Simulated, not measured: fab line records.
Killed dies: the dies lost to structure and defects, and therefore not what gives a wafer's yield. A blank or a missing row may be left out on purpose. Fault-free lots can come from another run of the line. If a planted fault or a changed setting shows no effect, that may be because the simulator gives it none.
Matching of chambers	flow n5_finfet	N5_MOL_CONTACT_COAG_ALD_27 on ald_sin-02: 4 sister chambers
The step deposits SiOC, target thk 17 nm, pulse time 1.5 s, time 2720 s. 8 wafers are shown with their chamber, then 8 later ones without.

== WAFERS PAIRED WITH THEIR CHAMBERS ==
wafer	chamber	heater_power_w (W)	precursor_pulse_height_rel
L076.3	3	940	0.997
L082.1	1	855	1.035
L083.1	0	1000	0.991
L083.4	3	904	1.000
L085.1	1	866	0.985
L085.2	2	896	0.985
L085.6	0	982	0.992
L090.3	2	901	0.988

== WAFERS WITH NO CHAMBER GIVEN ==
wafer	heater_power_w (W)	precursor_pulse_height_rel
L090.4	866	0.986
L090.5	919	0.983
L095.2	991	0.983
L095.3	918	0.969
L095.4	901	0.973
L096.1	920	1.013
L096.2	877	0.974
L096.4	895	0.998

== WHICH CHAMBER EACH ONE RAN IN ==
wafer	from the rows above	in truth
L090.4	can't be placed: 1 or 2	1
L090.5	can't be placed: 3 or 2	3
L095.2	0	0
L095.3	can't be placed: 2 or 3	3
L095.4	can't be placed: 2 or 3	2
L096.1	can't be placed: 3 or 2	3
L096.2	can't be placed: 2 or 1 or 3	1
L096.4	can't be placed: 2 or 3 or 1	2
Correctly placed: 1 of 8. Can't be placed from these rows: 7 (the true chamber is among the candidates in 7). 0 placed wrongly.
How it was worked out, from the rows above alone: a wafer's distance from a chamber is the root of the sum, over the readings, of the square of ((its reading less the chamber's mean) divided by the reading's scatter). The wafer belongs to the nearest chamber; if the next one is less than 2 further off, it can't be placed. Each chamber's mean is taken over the wafers shown for it. The scatter: take each reading less its chamber's mean, square it, sum over the shown wafers, divide by the number of wafers less the number of chambers, and take the root.
